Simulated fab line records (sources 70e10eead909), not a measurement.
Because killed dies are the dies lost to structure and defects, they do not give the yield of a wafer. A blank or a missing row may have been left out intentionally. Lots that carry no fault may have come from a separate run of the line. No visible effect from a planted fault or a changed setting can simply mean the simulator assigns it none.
One fault seen from 2 desks / flow nand harc / only its own numbers are on each desk; what lay behind them is given at the end

## THE TOOL OWNER'S DESK: litho track-01
The tool's own readings at NHARC_A_M0_PEB_07 (peb time 65 s): means of the sampled wafers that have a number, for each lot that ran on this tool. A lot is out of limits, marked OUT, if its mean lies more than 4 standard deviations from the usual mean; the brackets give that distance.
Columns: A = heater power total W at NHARC_A_M0_PEB_07, usual 156.6 W; B = plate temp C at NHARC_A_M0_PEB_07, usual 100.02 C
lot=L436; first seen here=day 18 00:48; A=157.0; B=100.11
lot=L439; first seen here=day 18 12:29; A=156.9; B=100.06
lot=L438; first seen here=day 18 21:46; A=156.2; B=100.18
lot=L449; first seen here=day 20 19:58; A=162.0 (+14) OUT; B=102.47 (+20) OUT
lot=L450; first seen here=day 21 13:41; A=162.0 (+14) OUT; B=102.54 (+21) OUT
This desk finds L449, L450 out of limits, L449 being first, at day 20 19:58 (heater power total W at NHARC_A_M0_PEB_07). Within limits: L436, L439, L438.

## FROM THE METROLOGY DESK
Lot by lot, what the gauges showed, no matter which tool ran the lot: averages of those sampled wafers that carry a number. A lot is out of limits, marked OUT, if its mean lies more than 4 standard deviations from the usual mean; the brackets give that distance.
Columns: A = overlay x nm at NHARC_A_BLC_OVL_MEAS_11, usual -0.1 nm; B = overlay y nm at NHARC_A_BLC_OVL_MEAS_11, usual 0.1 nm; C = cd nm at NHARC_A_M0_CD_MEAS_09, usual 79.8 nm
lot=L435; first seen here=day 17 10:47; A=-0.2; B=0.0; C=80.1
lot=L436; first seen here=day 17 12:30; A=1.0; B=0.5; C=80.4
lot=L437; first seen here=day 18 04:09; A=-0.3; B=-0.8; C=79.3
lot=L439; first seen here=day 18 05:59; A=0.8; B=-0.8; C=79.5
lot=L438; first seen here=day 18 17:05; A=0.9; B=1.2; C=79.8
lot=L441; first seen here=day 18 22:18; A=-0.0; B=-0.5; C=79.9
lot=L442; first seen here=day 18 23:40; A=1.0; B=1.2; C=80.3
lot=L440; first seen here=day 19 02:56; A=0.0; B=1.3; C=80.3
lot=L448; first seen here=day 20 13:41; A=0.3; B=0.6; C=79.6
lot=L449; first seen here=day 20 14:25; A=-1.1; B=0.0; C=88.6 (+15) OUT
lot=L450; first seen here=day 20 20:27; A=0.1; B=-1.4; C=89.3 (+17) OUT
lot=L452; first seen here=day 21 23:40; A=0.7; B=-1.2; C=79.1
lot=L455; first seen here=day 22 07:42; A=-1.6; B=0.3; C=79.8
lot=L456; first seen here=day 22 17:25; A=-0.3; B=0.2; C=80.8
This desk finds L449, L450 out of limits, L449 being first, at day 20 20:02 (cd nm at NHARC_A_M0_CD_MEAS_09). Within limits: L435, L436, L437, L439, L438, L441, L442, L440, L448, L452, L455, L456.

## TAKEN TOGETHER
An alarm could have come from the tool owner's desk at day 20 19:58, on L449, L450.
At day 20 20:02 the metrology desk could have sounded an alarm, on L449, L450.
Every lot named ran NHARC_A_M0_PEB_07 on litho track-01.

## WHAT HAD BEEN PUT IN BY THE SIMULATOR
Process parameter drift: litho track-01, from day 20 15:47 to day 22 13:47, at NHARC_A_M0_PEB_07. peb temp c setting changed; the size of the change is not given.
Shown lots that were struck: L449, L450.
Hours from the fault's start to each desk's first reading out of limits: the tool owner's desk, 4; the metrology desk, 4.
